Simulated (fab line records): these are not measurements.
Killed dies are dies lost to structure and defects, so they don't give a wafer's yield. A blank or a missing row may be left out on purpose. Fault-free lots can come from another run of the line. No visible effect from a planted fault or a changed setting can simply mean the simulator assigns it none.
fab line records -- flow n5Finfet
record lots=7, wafers=21
route steps=1938 shown BEOL_M1@789 BEOL_M2@869 BEOL_M3@933 BEOL_M4@1021
startH: start of the lot's first displayed wafer, in hours after the record's first day -- waitH: time in hours since the lot's previous step -- " identical to the entry in the row above -- L1.1+2: a row that stands for several wafers -- - no value, or no start given -- * or withheld: withheld -- < > ~ a bound
route shown NAME@n: names a module that has steps shown in the file, with the first one's number in the route -- usual: mean/standard deviation taken from wafers without a fault -- same: alike in all rows -- chamber/n: place in a boat -- sites: readings site by site -- _std_site: the values' standard deviation -- _edge_site: mean of outer sites minus mean of inner sites -- radiusMm: how far each site lies from the wafer's centre -- mask NAME#n: copy n -- behind: the last tool/chamber to shape the wafer -- hold: reason for holding the lot/hours on hold/outcome of the hold -- device: transistor that didn't switch, given as n, p or np -- end of line: at the end of the route, the tests of the same wafers -- where a step has no rows: the recipe by itself -- killed: the dies lost at the first sort to structure and to defects; this is not the yield of the wafer -- map: per-die view of a wafer (x killed, . not killed, _ where there is no die)
set.NAME: the setting as run; set.NAME@STEP: as run at that earlier step -- model.NAME: the simulator's own value behind a step, which no gauge read
one table per step and one row per wafer, for lots whose settings were changed on purpose
## steps
# step N5_BEOL_M1_DESCUM_33
# recipe chemistry=O2, timeS=7, sourcePowerW=50, biasPowerW=20, pressureMtorr=20, rfFrequencyHz=2.712e+07, tempC=40, resist=CAR-EUV, o2FlowSccm=225
lot.wafer,tool,chamber,startH,waitH,set.timeS,model.CAR-EUV_of_BEOL_M1_COAT_22.thkNm
L077.1,rieDiel-03,0,153.40,0.0,7.928,25.4
L077.2,rieDiel-03,3,153.40,0.0,7,26
L077.5,rieDiel-03,1,153.40,0.0,7.928,25.6
L078.1+2+4,rieDiel-06,"3,2,2",160.96,0.4,7,26
L079.2,rieDiel-03,0,161.99,0.1,7,25.8
L079.5,rieDiel-03,3,161.99,0.1,7,26
L079.6,rieDiel-03,0,161.99,0.1,8.034,25.2
L080.3,rieDiel-06,2,165.83,0.0,7,25.8
L080.4,rieDiel-06,3,165.83,0.0,5.48,26.6
L080.6,rieDiel-06,1,165.83,0.0,7,26
L085.2+6,rieDiel-02,"0,1",196.20,0.1,8.003,25.6
L085.5,rieDiel-02,0,196.20,0.1,7,26.2
L092.3,rieDiel-06,1,234.49,0.0,6.032,26.6
L092.4,rieDiel-06,2,234.49,0.0,7,25.8
L092.6,rieDiel-06,0,234.49,0.0,7,26.2
L094.2,rieDiel-06,2,245.24,0.0,5.717,26.6
L094.3+6,rieDiel-06,"1,0",245.24,0.0,7,26
# step N5_BEOL_M1_ETCH_77
# recipe chemistry=N2/H2, target=underlayer, targetDepthA=65, maskMaterial=CAR-EUV, timeS=5.2, ionEnergyEv=200, pressureMtorr=30, sourceW=840, biasW=150, n2FlowSccm=200, h2FlowSccm=200, ends=cleared
lot.wafer,tool,chamber,startH,waitH,set.timeS@BEOL_M1_DESCUM_33,model.CAR-EUV_of_BEOL_M1_COAT_22.thkNm
L077.1,rieDiel-03,0,153.44,0.0,7.928,19.6
L077.2,rieDiel-03,3,153.44,0.0,7,20.4
L077.5,rieDiel-03,1,153.44,0.0,7.928,19.8
L078.1+2+4,rieDiel-06,"3,2,2",160.99,0.0,7,20.2
L079.2,rieDiel-03,0,162.02,0.0,7,20
L079.5,rieDiel-03,3,162.02,0.0,7,20.2
L079.6,rieDiel-03,0,162.02,0.0,8.034,19.4
L080.3,rieDiel-06,2,165.86,0.0,7,20
L080.4,rieDiel-06,3,165.86,0.0,5.48,21
L080.6,rieDiel-06,1,165.86,0.0,7,20.2
L085.2,rieDiel-02,0,196.23,0.0,8.003,20
L085.5,rieDiel-02,0,196.23,0.0,7,20.6
L085.6,rieDiel-02,1,196.23,0.0,8.003,19.8
L092.3,rieDiel-06,1,234.53,0.0,6.032,20.8
L092.4,rieDiel-06,2,234.53,0.0,7,20
L092.6,rieDiel-06,0,234.53,0.0,7,20.4
L094.2,rieDiel-06,2,245.28,0.0,5.717,21
L094.3,rieDiel-06,1,245.28,0.0,7,20.4
L094.6,rieDiel-06,0,245.28,0.0,7,20.2
# step N5_BEOL_M1_ETCH_69
# recipe chemistry=CF4, target=SiARC, targetDepthA=156, maskMaterial=CAR-EUV, timeS=26, ionEnergyEv=80, pressureMtorr=40, sourceW=545, biasW=36, Ar_flow_sccm=100, cf4FlowSccm=100, ends=cleared
lot.wafer,tool,chamber,startH,waitH,set.timeS@BEOL_M1_DESCUM_33,model.CAR-EUV_of_BEOL_M1_COAT_22.thkNm
L077.1,rieDiel-03,0,153.46,0.0,7.928,10.4
L077.2,rieDiel-03,3,153.46,0.0,7,11.2
L077.5,rieDiel-03,1,153.46,0.0,7.928,10.8
L078.1+2+4,rieDiel-06,"3,2,2",161.01,0.0,7,11
L079.2,rieDiel-03,0,162.04,0.0,7,10.8
L079.5,rieDiel-03,3,162.04,0.0,7,11
L079.6,rieDiel-03,0,162.04,0.0,8.034,10.2
L080.3,rieDiel-06,2,165.88,0.0,7,10.8
L080.4,rieDiel-06,3,165.88,0.0,5.48,11.8
L080.6,rieDiel-06,1,165.88,0.0,7,11
L085.2,rieDiel-02,0,196.25,0.0,8.003,10.8
L085.5,rieDiel-02,0,196.25,0.0,7,11.4
L085.6,rieDiel-02,1,196.25,0.0,8.003,10.6
L092.3,rieDiel-06,1,234.54,0.0,6.032,11.6
L092.4,rieDiel-06,2,234.54,0.0,7,10.8
L092.6,rieDiel-06,0,234.54,0.0,7,11.2
L094.2,rieDiel-06,2,245.29,0.0,5.717,11.8
L094.3,rieDiel-06,1,245.29,0.0,7,11.2
L094.6,rieDiel-06,0,245.29,0.0,7,11
# step N5_BEOL_M1_ALD_98
# recipe material=SiO2, targetThkA=25, tempC=100, aldPrecursorFamily=BDEAS, aldCoReactant=O2-plasma, pulseTimeS=1, coReactantPulseTimeS=1, purgeTimeS=2, coReactantPurgeTimeS=2, aldCycles=17, pressureTorr=2
# step N5_BEOL_M1_ETCHBACK_99
# recipe chemistry=CHF3, target=SiO2, targetDepthA=50, timeS=10.4, sourceW=215, biasW=47, Ar_flow_sccm=200, CHF3_flow_sccm=12, ionEnergyEv=100, pressureMtorr=30
lot.wafer,tool,chamber,startH,waitH,set.timeS@BEOL_M1_DESCUM_33,model.CAR-EUV_of_BEOL_M1_COAT_22.thkNm
L077.1,rieDiel-02,2,165.10,11.1,7.928,9.6
L077.2,rieDiel-02,3,165.10,11.1,7,10.4
L077.5,rieDiel-02,3,165.10,11.1,7.928,10
L078.1+2+4,rieDiel-03,"1,0,2",165.13,4.0,7,10.2
L079.2,rieDiel-03,3,168.53,6.4,7,10
L079.5,rieDiel-03,2,168.53,6.4,7,10.2
L079.6,rieDiel-03,3,168.53,6.4,8.034,9.6
L080.3,rieDiel-02,0,169.95,3.4,7,10
L080.4,rieDiel-02,1,169.95,3.4,5.48,11
L080.6,rieDiel-02,2,169.95,3.4,7,10.4
L085.2,rieDiel-02,3,197.61,1.2,8.003,10
L085.5,rieDiel-02,0,197.61,1.2,7,10.6
L085.6,rieDiel-02,1,197.61,1.2,8.003,9.8
L092.3,rieDiel-06,1,236.28,1.1,6.032,11
L092.4,rieDiel-06,2,236.28,1.1,7,10.2
L092.6,rieDiel-06,3,236.28,1.1,7,10.4
L094.2,rieDiel-03,2,252.45,6.9,5.717,11
L094.3+6,rieDiel-03,"1,3",252.45,6.9,7,10.4
# step N5_BEOL_M1_TRENCH_ETCH_37
# recipe chemistry=C4F6/O2, targetDepthA=552.07, target=SiOC, timeS=29, ionEnergyEv=250, pressureMtorr=30, sourceW=355, biasW=185, Ar_flow_sccm=300, C4F6_flow_sccm=10, O2_flow_sccm=10
lot.wafer,tool,chamber,startH,waitH,set.timeS,model.etch.depthNm,model.BEOL_M1.featureDepthNm
L077.1,rieDiel-02,2,-,-,29,53.84,53.8
L077.2,rieDiel-02,3,-,-,29,55.6,55.6
L077.5,rieDiel-02,3,-,-,29,55.28,55.2
L078.1,rieDiel-03,1,-,-,29,56.67,56.6
L078.2,rieDiel-03,0,-,-,29,54.76,54.8
L078.4,rieDiel-03,2,-,-,29,56.31,56.4
L079.2,rieDiel-03,3,-,-,22.59,41.25,41.2
L079.5,rieDiel-03,2,-,-,29,56.08,56
L079.6,rieDiel-03,3,-,-,22.59,41.04,41
L080.3,rieDiel-02,0,-,-,35.07,67.56,67.6
L080.4,rieDiel-02,1,-,-,35.07,67.15,67.2
L080.6,rieDiel-02,2,-,-,29,53.89,53.8
L085.2,rieDiel-02,3,-,-,30.9,58.94,59
L085.5,rieDiel-02,0,-,-,29,56.13,56.2
L085.6,rieDiel-02,1,-,-,29,55.22,55.2
L092.3,rieDiel-06,1,-,-,33.86,63.94,64
L092.4,rieDiel-06,2,-,-,33.86,63.28,63.2
L092.6,rieDiel-06,3,-,-,33.86,64.6,64.6
L094.2,rieDiel-03,2,-,-,24.46,46.49,46.4
L094.3,rieDiel-03,1,-,-,29,55.88,55.8
L094.6,rieDiel-03,3,-,-,24.46,45.42,45.4
# step N5_BEOL_M1_ETCH_41
# recipe chemistry=CH3F/O2, target=SiCN, targetDepthA=319, taperDeg=2, timeS=57.8, ionEnergyEv=120, maskMaterial=TiN, pressureMtorr=30, sourceW=395, biasW=75, Ar_flow_sccm=150, CH3F_flow_sccm=30, O2_flow_sccm=20
# step N5_BEOL_M1_STRIP_97
# recipe chemistry=N2/H2, timeS=10, powerW=450, tempC=40, pressureMtorr=20, rfFrequencyHz=6e+07, biasPowerW=7, n2FlowSccm=200, h2FlowSccm=200
# step N5_BEOL_M1_OCD_MEAS_38
# usual trenchDepthNm=55.0/1.2
lot.wafer,tool,chamber,startH,waitH,set.timeS@BEOL_M1_TRENCH_ETCH_37,trenchDepthNm
L077.1,ocd-01,-,165.50,-,29,53.7
L077.2,ocd-01,-,165.50,-,29,55.2
L077.5,ocd-01,-,165.50,-,29,55.1
L078.1,ocd-02,-,165.53,-,29,57.1
L078.2,ocd-02,-,165.53,-,29,54.5
L078.4,ocd-02,-,165.53,-,29,56.2
L079.2,ocd-02,-,168.93,-,22.59,41.6
L079.5,ocd-02,-,168.93,-,29,56.7
L079.6,ocd-02,-,168.93,-,22.59,40.6
L080.3,ocd-01,-,170.35,-,35.07,68.0
L080.4,ocd-01,-,170.35,-,35.07,67.3
L080.6,ocd-01,-,170.35,-,29,53.8
L085.2,ocd-01,-,198.00,-,30.9,58.8
L085.5,ocd-01,-,198.00,-,29,55.4
L085.6,ocd-01,-,198.00,-,29,55.0
L092.3,ocd-02,-,236.68,-,33.86,64.0
L092.4,ocd-02,-,236.68,-,33.86,63.4
L092.6,ocd-02,-,236.68,-,33.86,64.5
L094.2,ocd-01,-,252.84,-,24.46,46.1
L094.3,ocd-01,-,252.84,-,29,56.6
L094.6,ocd-01,-,252.84,-,24.46,45.0
# step N5_BEOL_M2_COAT_76
# recipe resist=underlayer, tempC=205, timeS=60, spinRpm=1500, resistThkNm=5
lot.wafer,tool,chamber,startH,waitH,set.spinRpm
L077.1+2,lithoTrack-01,0,-,-,1500
L077.5,lithoTrack-01,0,-,-,1630
L078.1+2+4,lithoTrack-02,0,-,-,1500
L079.2,lithoTrack-01,0,-,-,1438
L079.5+6,lithoTrack-01,0,-,-,1500
L080.3+6,lithoTrack-01,0,-,-,1604
L080.4,lithoTrack-01,0,-,-,1500
L085.2+6,lithoTrack-02,0,-,-,1655
L085.5,lithoTrack-02,0,-,-,1500
L092.3+4,lithoTrack-01,0,-,-,1555
L092.6,lithoTrack-01,0,-,-,1500
L094.2+3,lithoTrack-01,0,-,-,1500
L094.6,lithoTrack-01,0,-,-,1588
# step N5_BEOL_M2_COAT_22
# recipe resist=CAR-EUV, spinRpm=1500, resistThkNm=30
lot.wafer,tool,chamber,startH,waitH,set.spinRpm,model.CAR-EUV_of_BEOL_M2_COAT_22.thkNm
L077.1,lithoTrack-01,0,-,-,1500,30
L077.2+5,lithoTrack-01,0,-,-,1558,29.4
L078.1+4,lithoTrack-02,0,-,-,1500,30.2
L078.2,lithoTrack-02,0,-,-,1500,30
L079.2+5+6,lithoTrack-01,0,-,-,1500,30
L080.3+4,lithoTrack-01,0,-,-,1500,30.2
L080.6,lithoTrack-01,0,-,-,1644,29
L085.2,lithoTrack-02,0,-,-,1500,30.2
L085.5,lithoTrack-02,0,-,-,1454,30.6
L085.6,lithoTrack-02,0,-,-,1500,30
L092.3+6,lithoTrack-01,0,-,-,1438,30.6
L092.4,lithoTrack-01,0,-,-,1500,30
L094.2+3+6,lithoTrack-01,0,-,-,1500,30
# step N5_BEOL_M2_EBR_24
# recipe solvent=PGMEA, ebrWidthMm=1.5
# step N5_BEOL_M2_SOFTBAKE_23
# recipe tempC=110, timeS=60, resist=CAR-EUV
# step N5_BEOL_M2_EXPOSE_25
# recipe maskId=V1, na=0.33, sourceShape=quasar, sigmaInner=0.2, sigmaOuter=0.8, polarization=unpolarized, defocusNm=5, doseMj=63
# step N5_BEOL_M2_PEB_26
# recipe pebTempC=100, pebTimeS=60, resist=CAR-EUV
# step N5_BEOL_M2_DEVELOP_27
# recipe developTimeS=30, developer=TMAH, resist=CAR-EUV, rinseLiquid=surfactantRinse, dry=airSpin, devTempC=23
lot.wafer,tool,chamber,startH,waitH,set.spinRpm@BEOL_M2_COAT_22,model.CAR-EUV_of_BEOL_M2_COAT_22.thkNm
L077.1,lithoTrack-01,0,-,-,1500,29.6
L077.2+5,lithoTrack-01,0,-,-,1558,29
L078.1+4,lithoTrack-01,0,-,-,1500,29.8
L078.2,lithoTrack-01,0,-,-,1500,29.6
L079.2+5+6,lithoTrack-04,0,-,-,1500,29.6
L080.3+4,lithoTrack-02,0,-,-,1500,29.6
L080.6,lithoTrack-02,0,-,-,1644,28.4
L085.2+6,lithoTrack-02,0,-,-,1500,29.6
L085.5,lithoTrack-02,0,-,-,1454,30.2
L092.3+6,lithoTrack-04,0,-,-,1438,30.2
L092.4,lithoTrack-04,0,-,-,1500,29.6
L094.2+3,lithoTrack-01,0,-,-,1500,29.6
L094.6,lithoTrack-01,0,-,-,1500,29.4
# step N5_BEOL_M2_DESCUM_33
# recipe chemistry=O2, timeS=7, sourcePowerW=50, biasPowerW=20, pressureMtorr=20, rfFrequencyHz=2.712e+07, tempC=40, resist=CAR-EUV, o2FlowSccm=225
lot.wafer,tool,chamber,startH,waitH,set.spinRpm@BEOL_M2_COAT_22,model.CAR-EUV_of_BEOL_M2_COAT_22.thkNm
L077.1,rieDiel-05,3,172.20,0.0,1500,26
L077.2,rieDiel-05,2,172.20,0.0,1558,25.6
L077.5,rieDiel-05,3,172.20,0.0,1558,25.4
L078.1+2+4,rieDiel-04,"1,2,0",172.25,0.0,1500,26.2
L079.2+5,rieDiel-05,"0,3",175.90,0.1,1500,26
L079.6,rieDiel-05,2,175.90,0.1,1500,26.2
L080.3+4,rieDiel-04,"2,0",181.26,0.0,1500,26.2
L080.6,rieDiel-04,0,181.26,0.0,1644,24.8
L085.2+6,rieDiel-05,2,204.31,0.0,1500,26.2
L085.5,rieDiel-05,3,204.31,0.0,1454,26.6
L092.3,rieDiel-04,2,244.65,0.0,1438,26.8
L092.4,rieDiel-04,0,244.65,0.0,1500,26
L092.6,rieDiel-04,3,244.65,0.0,1438,26.6
L094.2+6,rieDiel-04,"3,2",259.55,0.0,1500,26
L094.3,rieDiel-04,2,259.55,0.0,1500,26.2
# step N5_BEOL_M2_ETCH_77
# recipe chemistry=N2/H2, target=underlayer, targetDepthA=65, maskMaterial=CAR-EUV, timeS=5.2, ionEnergyEv=200, pressureMtorr=30, sourceW=840, biasW=150, n2FlowSccm=200, h2FlowSccm=200, ends=cleared
lot.wafer,tool,chamber,startH,waitH,set.spinRpm@BEOL_M2_COAT_76,model.etch.depthNm
L077.1,rieDiel-05,3,172.24,0.0,1500,4.984
L077.2,rieDiel-05,2,172.24,0.0,1500,4.986
L077.5,rieDiel-05,3,172.24,0.0,1630,4.779
L078.1+2,rieDiel-04,"1,2",172.29,0.0,1500,5.013
L078.4,rieDiel-04,0,172.29,0.0,1500,5.018
L079.2,rieDiel-05,0,175.94,0.0,1438,5.083
L079.5,rieDiel-05,3,175.94,0.0,1500,4.982
L079.6,rieDiel-05,2,175.94,0.0,1500,4.989
L080.3,rieDiel-04,2,181.30,0.0,1604,4.828
L080.4,rieDiel-04,0,181.30,0.0,1500,5.002
L080.6,rieDiel-04,0,181.30,0.0,1604,4.817
L085.2,rieDiel-05,2,204.34,0.0,1655,4.733
L085.5,rieDiel-05,3,204.34,0.0,1500,4.989
L085.6,rieDiel-05,2,204.34,0.0,1655,4.739
L092.3,rieDiel-04,2,244.68,0.0,1555,4.884
L092.4,rieDiel-04,0,244.68,0.0,1555,4.889
L092.6,rieDiel-04,3,244.68,0.0,1500,4.952
L094.2,rieDiel-04,3,259.58,0.0,1500,5.001
L094.3,rieDiel-04,2,259.58,0.0,1500,5.016
L094.6,rieDiel-04,2,259.58,0.0,1588,4.866
# step N5_BEOL_M2_ETCH_69
# recipe chemistry=CF4, target=SiARC, targetDepthA=156, maskMaterial=CAR-EUV, timeS=26, ionEnergyEv=80, pressureMtorr=40, sourceW=545, biasW=36, Ar_flow_sccm=100, cf4FlowSccm=100, ends=cleared
# usual rfVppV=184.5/1.1
lot.wafer,tool,chamber,startH,waitH,set.biasW,rfVppV
L077.1,rieDiel-05,3,172.26,0.0,31.95,172.1
L077.2,rieDiel-05,2,172.26,0.0,36,183.9
L077.5,rieDiel-05,3,172.26,0.0,36,184.7
L078.1,rieDiel-04,1,172.30,0.0,36,183.4
L078.2,rieDiel-04,2,172.30,0.0,36,182.6
L078.4,rieDiel-04,0,172.30,0.0,36,182.8
L079.2,rieDiel-05,0,175.95,0.0,38.94,195.6
L079.5,rieDiel-05,3,175.95,0.0,36,184.6
L079.6,rieDiel-05,2,175.95,0.0,36,184.2
L080.3,rieDiel-04,2,181.32,0.0,36,184.0
L080.4,rieDiel-04,0,181.32,0.0,36,183.9
L080.6,rieDiel-04,0,181.32,0.0,36,184.0
L085.2,rieDiel-05,2,204.36,0.0,36,183.8
L085.5,rieDiel-05,3,204.36,0.0,36,186.0
L085.6,rieDiel-05,2,204.36,0.0,36,184.3
L092.3,rieDiel-04,2,244.70,0.0,36,183.8
L092.4,rieDiel-04,0,244.70,0.0,40.15,199.0
L092.6,rieDiel-04,3,244.70,0.0,36,184.8
L094.2,rieDiel-04,3,259.60,0.0,36,184.5
L094.3,rieDiel-04,2,259.60,0.0,36,183.5
L094.6,rieDiel-04,2,259.60,0.0,36,182.6
# step N5_BEOL_M3_PECVD_72
# recipe material=SiO2, targetThkA=160, tempC=400, precursor=TEOS/O2, pressureTorr=5.5, rfW=450, teosFlowSccm=53.8, gas=O2, flowSccm=3000, timeS=18
lot.wafer,tool,chamber,startH,waitH,set.timeS,model.SiO2_of_BEOL_M3_PECVD_72.thkNm
L077.1,pecvd-04,0,211.33,0.0,18,15.6
L077.2,pecvd-04,1,211.33,0.0,18.69,16.6
L077.5,pecvd-04,1,211.33,0.0,18,16
L078.1,pecvd-03,1,212.04,0.0,18,16.2
L078.2,pecvd-03,2,212.04,0.0,18,15.8
L078.4,pecvd-03,1,212.04,0.0,18,16.4
L079.2,pecvd-03,2,220.73,0.0,18,15.6
L079.5,pecvd-03,1,220.73,0.0,17.31,15.4
L079.6,pecvd-03,0,220.73,0.0,18,16
L080.3,pecvd-01,1,232.30,0.0,19.91,17.2
L080.4,pecvd-01,1,232.30,0.0,18,16.2
L080.6,pecvd-01,0,232.30,0.0,18,16
L085.2,pecvd-04,1,244.56,0.0,18,16
L085.5+6,pecvd-04,"1,2",244.56,0.0,18,16.2
L092.3,pecvd-04,0,302.13,0.0,20.29,17.8
L092.4,pecvd-04,2,302.13,0.0,18,16.4
L092.6,pecvd-04,0,302.13,0.0,18,16.6
L094.2,pecvd-01,0,314.34,0.0,18,15.6
L094.3,pecvd-01,1,314.34,0.0,15.65,13.8
L094.6,pecvd-01,2,314.34,0.0,18,16
# step N5_BEOL_M3_COAT_73
# recipe resist=underlayer, tempC=205, timeS=60, spinRpm=1500, resistThkNm=5
lot.wafer,tool,chamber,startH,waitH,set.tempC
L077.1+2,lithoTrack-05,0,-,-,205
L077.5,lithoTrack-05,0,-,-,208.5
L078.1+2+4,lithoTrack-02,0,-,-,205
L079.2+5+6,lithoTrack-03,0,-,-,205
L080.3+6,lithoTrack-02,0,-,-,205
L080.4,lithoTrack-02,0,-,-,198.1
L085.2+5+6,lithoTrack-03,0,-,-,205
L092.3,lithoTrack-05,0,-,-,201.7
L092.4+6,lithoTrack-05,0,-,-,205
L094.2+3+6,lithoTrack-03,0,-,-,205
# step N5_BEOL_M3_COAT_05
# recipe resist=CAR-EUV, spinRpm=1500, resistThkNm=30
# step N5_BEOL_M3_EBR_07
# recipe solvent=PGMEA, ebrWidthMm=1.5
# step N5_BEOL_M3_STRIP_97
# recipe chemistry=N2/H2, timeS=10, powerW=450, tempC=40, pressureMtorr=20, rfFrequencyHz=6e+07, biasPowerW=7, n2FlowSccm=200, h2FlowSccm=200
# step N5_BEOL_M3_HM_STRIP_39
# recipe chemistry=peroxideTinStrip, material=TiN, targetDepthA=250, tempC=50, timeS=158
lot.wafer,tool,chamber,startH,waitH,set.timeS@BEOL_M3_PECVD_72,model.SiO2_of_BEOL_M3_PECVD_72.thkNm
L077.1,wetBench-03,6,223.40,0.0,18,15.4
L077.2,wetBench-03,3,223.40,0.0,18.69,16.4
L077.5,wetBench-03,7,223.40,0.0,18,15.8
L078.1,wetBench-02,6,227.63,0.0,18,16.2
L078.2,wetBench-02,0,227.63,0.0,18,15.6
L078.4,wetBench-02,7,227.63,0.0,18,16.4
L079.2,wetBench-03,7,227.77,0.0,18,15.4
L079.5,wetBench-03,1,227.77,0.0,17.31,15.4
L079.6,wetBench-03,0,227.77,0.0,18,15.8
L080.3,wetBench-05,4,240.62,0.0,19.91,17.2
L080.4,wetBench-05,3,240.62,0.0,18,16
L080.6,wetBench-05,0,240.62,0.0,18,15.8
L085.2,wetBench-05,3,253.04,0.0,18,15.8
L085.5+6,wetBench-05,"4,5",253.04,0.0,18,16
L092.3,wetBench-05,5,308.73,0.0,20.29,17.8
L092.4,wetBench-05,6,308.73,0.0,18,16.2
L092.6,wetBench-05,2,308.73,0.0,18,16.4
L094.2,wetBench-03,3,323.15,0.0,18,15.6
L094.3,wetBench-03,4,323.15,0.0,15.65,13.6
L094.6,wetBench-03,7,323.15,0.0,18,15.8
# step N5_BEOL_M4_ILD_DEP_00
# recipe material=SiOC, targetThkA=790, tempC=350, precursor=DEMS/O2, pressureTorr=5, rfW=500, timeS=15.3
lot.wafer,tool,chamber,startH,waitH,set.timeS,model.SiOC_of_BEOL_M4_ILD_DEP_00.thkNm
L077.1,pecvd-03,1,228.99,0.0,15.3,77.4
L077.2,pecvd-03,0,228.99,0.0,17.58,89.2
L077.5,pecvd-03,2,228.99,0.0,17.58,91.6
L078.1,pecvd-02,2,231.48,0.0,15.3,79
L078.2,pecvd-02,0,231.48,0.0,15.3,78
L078.4,pecvd-02,1,231.48,0.0,15.3,79.2
L079.2,pecvd-03,1,231.71,0.0,15.3,78.4
L079.5,pecvd-03,1,231.71,0.0,16.68,87.6
L079.6,pecvd-03,0,231.71,0.0,16.68,86.2
L080.3,pecvd-02,0,245.87,0.0,15.3,78.4
L080.4,pecvd-02,0,245.87,0.0,14.52,75.6
L080.6,pecvd-02,2,245.87,0.0,14.52,77
L085.2,pecvd-02,1,259.43,0.0,15.3,79.4
L085.5,pecvd-02,2,259.43,0.0,15.3,81.8
L085.6,pecvd-02,0,259.43,0.0,15.3,78
L092.3,pecvd-02,2,312.64,0.0,15.3,79.2
L092.4,pecvd-02,2,312.64,0.0,15.3,80.4
L092.6,pecvd-02,0,312.64,0.0,13.45,70.2
L094.2,pecvd-02,0,327.02,0.0,15.3,79
L094.3,pecvd-02,1,327.02,0.0,13.66,70.8
L094.6,pecvd-02,1,327.02,0.0,15.3,80.2
# step N5_BEOL_M4_THK_MEAS_01
# recipe reads=SiOC_of_BEOL_M4_ILD_DEP_00
# usual M4_ILD_THK=79.1/1.2
lot.wafer,tool,chamber,startH,waitH,set.timeS@BEOL_M4_ILD_DEP_00,M4_ILD_THK[nm]
L077.1,filmMetro-01,-,229.05,0.0,15.3,77.4
L077.2,filmMetro-01,-,229.05,0.0,17.58,89.3
L077.5,filmMetro-01,-,229.05,0.0,17.58,91.7
L078.1,filmMetro-01,-,231.55,0.0,15.3,78.9
L078.2,filmMetro-01,-,231.55,0.0,15.3,78.0
L078.4,filmMetro-01,-,231.55,0.0,15.3,79.3
L079.2,filmMetro-02,-,231.78,0.1,15.3,78.5
L079.5,filmMetro-02,-,231.78,0.1,16.68,87.5
L079.6,filmMetro-02,-,231.78,0.1,16.68,86.2
L080.3,filmMetro-01,-,245.94,0.1,15.3,78.5
L080.4,filmMetro-01,-,245.94,0.1,14.52,75.7
L080.6,filmMetro-01,-,245.94,0.1,14.52,77.0
L085.2,filmMetro-01,-,259.50,0.1,15.3,79.3
L085.5,filmMetro-01,-,259.50,0.1,15.3,81.8
L085.6,filmMetro-01,-,259.50,0.1,15.3,77.9
L092.3,filmMetro-01,-,312.70,0.1,15.3,79.2
L092.4,filmMetro-01,-,312.70,0.1,15.3,80.3
L092.6,filmMetro-01,-,312.70,0.1,13.45,70.3
L094.2,filmMetro-01,-,327.09,0.1,15.3,78.9
L094.3,filmMetro-01,-,327.09,0.1,13.66,70.8
L094.6,filmMetro-01,-,327.09,0.1,15.3,80.2
## key
split step=N5_BEOL_M1_DESCUM_33, setting=timeS, stated=7, by=wafer
response step=N5_BEOL_M1_DESCUM_33, reading=model.CAR-EUV_of_BEOL_M1_COAT_22.thkNm, change=-0.0376, per=1%, r=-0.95
response step=N5_BEOL_M1_ETCH_77, reading=model.CAR-EUV_of_BEOL_M1_COAT_22.thkNm, change=-0.044, per=1%, r=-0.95
response step=N5_BEOL_M1_ETCH_69, reading=model.CAR-EUV_of_BEOL_M1_COAT_22.thkNm, change=-0.0432, per=1%, r=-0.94
response step=N5_BEOL_M1_ETCHBACK_99, reading=model.CAR-EUV_of_BEOL_M1_COAT_22.thkNm, change=-0.0397, per=1%, r=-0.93
split step=N5_BEOL_M1_TRENCH_ETCH_37, setting=timeS, stated=29, by=wafer
response step=N5_BEOL_M1_TRENCH_ETCH_37, reading=model.etch.depthNm, change=+0.649, per=1%, r=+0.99
response step=N5_BEOL_M1_TRENCH_ETCH_37, reading=model.BEOL_M1.featureDepthNm, change=+0.651, per=1%, r=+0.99
response step=N5_BEOL_M1_OCD_MEAS_38, reading=trenchDepthNm, change=+0.684, per=1%, r=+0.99
split step=N5_BEOL_M2_COAT_76, setting=spinRpm, stated=1500, by=wafer
response step=N5_BEOL_M2_ETCH_77, reading=model.etch.depthNm, change=-0.0241, per=1%, r=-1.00
split step=N5_BEOL_M2_COAT_22, setting=spinRpm, stated=1500, by=wafer
response step=N5_BEOL_M2_COAT_22, reading=model.CAR-EUV_of_BEOL_M2_COAT_22.thkNm, change=-0.134, per=1%, r=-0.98
response step=N5_BEOL_M2_DEVELOP_27, reading=model.CAR-EUV_of_BEOL_M2_COAT_22.thkNm, change=-0.136, per=1%, r=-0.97
response step=N5_BEOL_M2_DESCUM_33, reading=model.CAR-EUV_of_BEOL_M2_COAT_22.thkNm, change=-0.146, per=1%, r=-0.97
split step=N5_BEOL_M2_ETCH_69, setting=biasW, stated=36, by=wafer
response step=N5_BEOL_M2_ETCH_69, reading=rfVppV, change=+1.22, per=1%, r=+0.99
split step=N5_BEOL_M3_PECVD_72, setting=timeS, stated=18, by=wafer
response step=N5_BEOL_M3_PECVD_72, reading=model.SiO2_of_BEOL_M3_PECVD_72.thkNm, change=+0.124, per=1%, r=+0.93
response step=N5_BEOL_M3_HM_STRIP_39, reading=model.SiO2_of_BEOL_M3_PECVD_72.thkNm, change=+0.135, per=1%, r=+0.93
split step=N5_BEOL_M3_COAT_73, setting=tempC, stated=205, by=wafer
response none clear
split step=N5_BEOL_M4_ILD_DEP_00, setting=timeS, stated=15.3, by=wafer
response step=N5_BEOL_M4_ILD_DEP_00, reading=model.SiOC_of_BEOL_M4_ILD_DEP_00.thkNm, change=+0.832, per=1%, r=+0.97
response step=N5_BEOL_M4_THK_MEAS_01, reading=M4_ILD_THK, change=+0.83, per=1%, r=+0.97
